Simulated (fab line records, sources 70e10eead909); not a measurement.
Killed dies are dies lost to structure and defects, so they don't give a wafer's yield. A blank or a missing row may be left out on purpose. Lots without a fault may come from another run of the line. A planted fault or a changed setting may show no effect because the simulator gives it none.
fab line records | flow nand_harc
record lots=13 wafers=39 last_day=32
route steps=1302 shown P_M2@342 A_BONDPAD@1204 THIN_TSV@1270 END@1302
lots that met no fault: from a run of the same line without faults
start_h: hours from the record's first day to the start of the lot's first wafer shown | wait_h: hours since the lot's step before | " the same as in the row above | L1.1+2: a row that stands for several wafers | - no value, or no start given | * or withheld: withheld | < > ~ a bound
route shown NAME@n: a module of which the file shows steps, and the number in the route of the first | usual: mean/standard deviation of fault-free wafers | same: alike in all rows | chamber/n: place in a boat | sites: the reading at each site | _std_site: their standard deviation | _edge_site: outer sites' mean less inner sites' | radius_mm: how far each site lies from the wafer's centre | mask NAME#n: copy n | behind: the tool/chamber that last shaped the wafer | hold: why the lot was held/for how many hours/how that ended | device: the transistor (n, p or np) that didn't switch | end of line: the same wafers' tests at the end of the route | a step without rows: its recipe alone | killed: dies lost to structure and defects at the first sort, not the wafer's yield | map: a wafer's dies, x killed, . not, _ none there
set.NAME: the setting as run; set.NAME@STEP: as run at that earlier step | model.NAME: the simulator's own value behind a step, which no gauge read
steps of the route over a sample of lots; a table a step, a row a wafer
services: from which hour (start_h, from the record's first day; less than 0 if before it) a tool's chamber was out of use, for how many hours, and why
## steps
# step NHARC_P_M2_ECD_22
# recipe target_thk_a=4000 bath_temp_c=25 material=Cu
# usual bath_heat_duty_pct=6.4/0.58
# columns lot.wafer tool chamber start_h wait_h bath_heat_duty_pct
L304.3 ecd_cu-01 1 140.79 - 5.5
L304.5 " 0 " " 6.5
L304.6 " 1 " " 6.2
L305.2 ecd_cu-02 1 146.88 - 6.4
L305.4 " 1 " " 6.2
L305.5 " 0 " " 7.2
L307.1 ecd_cu-02 1 166.42 - 5.8
L307.4 " 1 " " 6.3
L307.5 " 1 " " 6.2
L308.2 ecd_cu-01 1 173.37 - 5.7
L308.4 " 1 " " 6.2
L308.3 " 0 " " 5.8
L309.1 ecd_cu-01 0 184.56 - 5.7
L309.3 " 0 " " 7.1
L309.4 " 1 " " 6.2
L310.2 ecd_cu-02 0 191.85 - 6.8
L310.3 " 1 " " 6.5
L310.4 " 0 " " 6.5
L311.3 ecd_cu-01 0 201.66 - 6.2
L311.6 " 0 " " 6.9
L311.5 " 1 " " 6.0
L313.4 ecd_cu-02 0 233.40 - 6.8
L313.3 " 1 " " 7.0
L313.6 " 0 " " 6.1
L315.1 ecd_cu-02 1 240.68 - 7.1
L315.4 " 0 " " 6.7
L315.5 " 1 " " 6.6
L316.1 ecd_cu-01 1 255.62 - 6.4
L316.4 " 0 " " 7.5
L316.3 " 1 " " 6.1
L317.1 ecd_cu-01 1 260.40 - 5.0
L317.6 " 1 " " 6.7
L317.5 " 0 " " 7.0
L322.2 ecd_cu-01 0 313.44 - 6.5
L322.3 " 1 " " 6.1
L322.5 " 1 " " 6.0
L323.2 ecd_cu-01 1 328.65 - 5.5
L323.4 " 1 " " 5.0
L323.5 " 1 " " 6.2
# step NHARC_A_BONDPAD_THK_MEAS_30
# recipe thk_meas_gauge=ellipsometry
# usual thk_nm=200.2/1.5
# columns lot.wafer tool chamber start_h wait_h thk_nm
L304.3 film_metro-01 - 526.20 0.2 202.2
L304.5 " - " " 200.8
L304.6 " - " " 198.4
L305.2 film_metro-02 - 541.88 0.2 199.9
L305.4 " - " " 199.4
L305.5 " - " " 199.6
L307.1 film_metro-02 - 559.96 0.2 201.1
L307.4 " - " " 197.9
L307.5 " - " " 200.7
L310.2 film_metro-01 - 573.01 0.2 201.2
L310.3 " - " " 199.6
L310.4 " - " " 202.0
L309.1 film_metro-01 - 576.30 0.1 199.2
L309.3 " - " " 199.4
L309.4 " - " " 198.7
L308.2 film_metro-01 - 576.91 0.2 200.7
L308.3 " - " " 199.6
L308.4 " - " " 202.2
L311.3 film_metro-01 - 609.87 0.2 200.3
L311.5 " - " " 199.9
L311.6 " - " " 200.1
L313.3 film_metro-01 - 631.46 0.2 199.2
L313.4 " - " " 201.8
L313.6 " - " " 201.2
L315.1 film_metro-02 - 653.68 0.2 198.1
L315.4 " - " " 201.8
L315.5 " - " " 200.2
L317.1 film_metro-02 - 656.95 0.2 201.0
L317.5 " - " " 199.1
L317.6 " - " " 200.6
L316.1 film_metro-01 - 664.66 0.2 200.4
L316.3 " - " " 200.1
L316.4 " - " " 198.3
L322.2 film_metro-01 - 705.88 0.2 202.6
L322.3 " - " " 200.5
L322.5 " - " " 202.8
L323.2 film_metro-02 - 726.19 0.2 201.8
L323.4 " - " " 198.2
L323.5 " - " " 200.2
# step NHARC_A_BONDPAD_ETCH_24
# recipe target_depth_a=300 over_etch_frac=0.3 time_s=72.99 ion_energy_ev=150 cf4_flow_sccm=50 n2_flow_sccm=100 ar_flow_sccm=150 rf_w=300 bias_w=100 chemistry=CF4/N2
# usual drypump_motor_current_A=5.5/0.42 mfc_ar_sccm=149.9/0.43 oes_product_au=1.004/0.013 rf_vpp_V=312.8/2.1 showerhead_plenum_p_Torr=2.54/0.11 throttle_valve_pct=19.795/0.0084
# same time_s=72.99
# columns lot.wafer tool chamber start_h wait_h drypump_motor_current_A mfc_ar_sccm oes_product_au rf_hours_counter_h rf_vpp_V showerhead_plenum_p_Torr throttle_valve_pct
L304.3 rie_diel-03 2 - - 5.8 150.7 1.003 12 313.1 2.50 19.805
L304.6 " 0 " " 5.8 150.0 1.024 - 312.1 2.47 19.798
L304.5 " 1 " " 5.1 149.5 1.019 - 311.5 2.54 19.791
L305.4 rie_diel-03 0 - - 5.8 150.4 1.016 16 311.0 2.46 19.789
L305.2 " 2 " " 5.8 149.5 0.987 15 311.9 2.50 19.805
L305.5 " 1 " " 5.1 149.7 0.999 - 312.5 2.54 19.787
L307.1 rie_diel-13 0 561.38 0.2 4.8 150.1 1.004 1 310.3 2.47 19.777
L307.5 " 1 " " 6.0 150.2 1.017 - 311.4 2.46 19.807
L307.4 " 0 " " 4.8 149.8 1.008 - 312.4 2.47 19.795
L310.3 rie_diel-13 3 - - 5.3 149.8 0.999 2 312.3 2.47 19.779
L310.2 " 1 " " 6.0 149.1 1.004 2 312.2 2.46 19.794
L310.4 " 2 " " 5.5 149.7 1.004 1 317.4 2.79 19.787
L309.1 rie_diel-13 0 - - 4.8 149.9 1.005 2 311.2 2.47 19.794
L309.3 " 1 " " 6.0 150.4 1.020 2 310.6 2.46 19.800
L309.4 " 2 " " 5.5 150.6 1.003 1 316.6 2.79 19.787
L308.3 rie_diel-03 2 - - 5.8 149.8 1.005 19 310.9 2.50 19.803
L308.4 " 3 " " 5.2 149.5 1.002 18 316.9 2.77 19.816
L308.2 " 1 " " 5.1 150.8 0.998 21 311.5 2.54 19.797
L311.3 rie_diel-12 3 - - 6.0 150.5 0.983 52 315.0 2.67 19.785
L311.5 " 0 " " 5.8 148.9 0.999 - 312.3 2.54 19.785
L311.6 " 1 " " 5.6 150.2 0.987 - 312.9 2.51 19.791
L313.4 rie_diel-13 0 - - 4.8 150.5 0.977 4 311.5 2.47 19.798
L313.3 " 2 " " 5.5 150.0 1.000 3 317.2 2.79 19.793
L313.6 " 3 " " 5.3 150.3 0.987 - 311.0 2.47 19.787
L315.1 rie_diel-13 1 - - 6.0 149.9 1.002 4 311.5 2.46 19.818
L315.4 " 0 " " 4.8 149.6 1.002 5 312.1 2.47 19.803
L315.5 " 2 " " 5.5 150.5 0.999 - 318.2 2.79 19.794
L317.1 rie_diel-12 3 - - 6.0 149.2 1.009 14 316.1 2.66 19.801
L317.6 " 2 " " 5.9 149.3 1.010 - 315.6 2.66 19.794
L317.5 " 3 " " 6.0 150.1 1.018 - 316.5 2.66 19.803
L316.3 rie_diel-03 0 666.02 0.1 5.8 149.7 1.018 2 310.5 2.45 19.800
L316.1 " 2 " " 5.8 150.4 0.983 3 311.9 2.49 19.787
L316.4 " 2 " " 5.8 150.1 0.989 - 311.4 2.49 19.804
L322.2 rie_diel-13 0 - - 4.8 150.1 1.017 0 311.6 2.46 19.800
L322.3 " 1 " " 6.0 149.9 1.014 0 311.9 2.46 19.797
L322.5 " 1 " " 6.0 149.7 1.016 - 310.1 2.46 19.806
L323.2 rie_diel-03 2 727.59 0.1 5.9 150.4 0.978 15 312.4 2.49 19.790
L323.4 " 2 " " 5.8 150.2 0.978 - 311.4 2.49 19.790
L323.5 " 1 " " 5.1 150.2 1.019 - 311.8 2.53 19.803
# step NHARC_THIN_TSV_DEGAS_49
# recipe temp_c=300 time_s=120
# usual heater_power_w=460/44
# same time_s=120
# columns lot.wafer tool chamber start_h wait_h heater_power_w
L304.3 pvd_sputter-01 - 547.41 0.1 442
L304.5 " - " " 389
L304.6 " - " " 476
L305.2 pvd_sputter-01 - 559.94 0.1 472
L305.4 " - " " 437
L305.5 " - " " 387
L307.4 pvd_sputter-01 - 581.64 0.1 401
L307.1 " - " " 475
L307.5 " - " " 397
L310.2 pvd_sputter-02 - 591.12 0.1 562
L310.4 " - " " 478
L310.3 " - " " 487
L309.1 pvd_sputter-01 - 595.54 0.1 477
L309.4 " - " " 419
L309.3 " - " " 395
L308.3 pvd_sputter-02 - 596.61 0.1 558
L308.2 " - " " 443
L308.4 " - " " 487
L311.3 pvd_sputter-03 - 629.63 0.1 414
L311.5 " - " " 411
L311.6 " - " " 533
L313.3 pvd_sputter-01 - 650.04 0.1 475
L313.4 " - " " 440
L313.6 " - " " 394
L315.1 pvd_sputter-01 - 671.98 0.2 479
L315.4 " - " " 445
L315.5 " - " " 481
L317.1 pvd_sputter-03 - 673.21 0.1 425
L317.6 " - " " 524
L317.5 " - " " 428
L316.4 pvd_sputter-02 - 694.32 0.1 474
L316.3 " - " " 474
L316.1 " - " " 473
L322.2 pvd_sputter-03 - 724.47 0.1 527
L322.3 " - " " 507
L322.5 " - " " 472
L323.4 pvd_sputter-01 - 750.80 0.1 430
L323.2 " - " " 455
L323.5 " - " " 432
# step NHARC_END_SORT_01
# recipe temp_c=25
# usual defect_limited_yield=90.9/2.4 killed_at_array=56/17 killed_at_other=1.2/1.4 killed_at_periphery=4/3.2 killed_dies=61/16 killed_open=3.6/2.1 killed_short=2.7/1.8
# same gross_dies=677
# columns lot.wafer tool chamber start_h wait_h defect_limited_yield[%] killed_at_array killed_at_other killed_at_periphery killed_dies killed_open killed_short
L322.2 prober-01 0 739.22 2.8 46.5 60 0 302 362 2 3
L322.3 prober-01 0 740.03 3.1 48.9 68 0 278 346 2 1
L322.5 prober-01 0 741.63 3.7 46.7 58 0 303 361 0 2
L323.2 prober-02 0 765.76 2.8 51.6 33 0 295 328 5 2
L323.4 prober-02 0 767.35 3.4 53.5 20 0 295 315 2 0
L323.5 prober-02 0 768.14 3.7 53.2 16 0 301 317 1 0
# killed by level:class
L322.2 P_M2:unspecified=295 A_SLIT:chamber_film_flake=31 A_CHANNEL_HOLE_D1:chamber_film_flake=20 A_BONDPAD:chamber_film_flake=4 P_ZERO_WELL:chamber_film_flake=3 P_BONDPAD:chamber_film_flake=2 P_STI:geometric_particle:short=1 P_M0:geometric_particle:short=1
L322.3 P_M2:unspecified=277 A_SLIT:chamber_film_flake=30 A_CHANNEL_HOLE_D1:chamber_film_flake=27 A_STAIRCASE:chamber_film_flake=3 A_ONON_D2:geometric_particle:open=2 A_CONTACT:chamber_film_flake=2 A_BONDPAD:chamber_film_flake=2 P_CONTACT:geometric_particle:short=1
L322.5 P_M2:unspecified=294 A_CHANNEL_HOLE_D1:chamber_film_flake=28 A_SLIT:chamber_film_flake=22 P_BONDPAD:chamber_film_flake=4 P_ZERO_WELL:chamber_film_flake=3 A_WL_FILL:chamber_film_flake=3 A_CONTACT:chamber_film_flake=2 P_CONTACT:geometric_particle:short=1
L323.2 P_M2:unspecified=292 A_CHANNEL_HOLE_D1:chamber_film_flake=19 A_SLIT:chamber_film_flake=5 P_CONTACT:geometric_particle:open=1 P_M2:geometric_particle:open=1 A_SOURCE_PLATE:geometric_particle:open=1 A_ONON_D1:geometric_particle:short=1 A_DECK1_JOINT:geometric_particle:open=1
L323.4 P_M2:unspecified=293 A_CHANNEL_HOLE_D1:chamber_film_flake=8 A_SLIT:chamber_film_flake=6 A_CHANNEL_FILL_D2:chamber_film_flake=3 P_GATE:geometric_particle:open=1 A_CHANNEL_FILL_D2:geometric_particle:open=1 P_STI:chamber_film_flake=1 A_ZERO_WELL:chamber_film_flake=1
L323.5 P_M2:unspecified=300 A_CHANNEL_HOLE_D1:chamber_film_flake=5 A_CHANNEL_FILL_D2:chamber_film_flake=4 A_SLIT:chamber_film_flake=3 A_ONON_D2:geometric_particle:open=1 P_STI:chamber_film_flake=1 A_STAIRCASE:chamber_film_flake=1 A_CONTACT:chamber_film_flake=1
## services
# columns tool chamber start_h hours kind
ecd_cu-01 - 126.71 4.4 repair
rie_diel-13 3 154.41 2.4 repair
rie_diel-13 2 160.93 2.7 repair
ecd_cu-01 - 162.22 8.0 pm
rie_diel-13 - 165.01 9.0 pm
pvd_sputter-01 - 196.05 4.3 repair
pvd_sputter-01 - 226.00 10.0 pm
ecd_cu-01 - 240.95 1.7 repair
pvd_sputter-01 - 250.83 0.5 repair
ecd_cu-01 - 306.60 1.7 repair
ecd_cu-01 - 338.36 8.0 pm
ecd_cu-01 - 357.34 6.2 repair
pvd_sputter-01 - 404.00 10.0 pm
pvd_sputter-01 - 504.72 1.1 repair
ecd_cu-01 - 514.36 8.0 pm
ecd_cu-01 - 526.97 5.0 repair
pvd_sputter-01 - 563.59 2.2 repair
pvd_sputter-01 - 571.11 7.1 repair
ecd_cu-01 - 592.57 0.8 repair
pvd_sputter-01 - 596.88 1.0 repair
ecd_cu-01 - 631.95 0.2 repair
ecd_cu-01 - 690.36 8.0 pm
pvd_sputter-01 - 709.21 2.4 repair
pvd_sputter-01 - 736.16 2.0 repair
## key
first_sign step=NHARC_END_SORT_01 reading=killed_at_periphery direction=up sigmas=92 usual=4 struck=296
effect step=NHARC_END_SORT_01 reading=defect_limited_yield direction=down sigmas=17 usual=90.9 struck=50.0
more_kills_born_at NHARC_P_M2_ECD_22@ecd_cu-01=1751
met_at NHARC_P_M2_ECD_22
struck_lots L322,L323
not_acting_at NHARC_A_BONDPAD_THK_MEAS_30,NHARC_A_BONDPAD_ETCH_24,NHARC_THIN_TSV_DEGAS_49
onset_between 260.40 313.44
also_fits time
fault kind=chamber_particle_source tool=ecd_cu-01 chamber=- onset_h=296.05 steps=NHARC_P_M2_ECD_22 rate_per_visit_cm2=0.63913 end_h=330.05
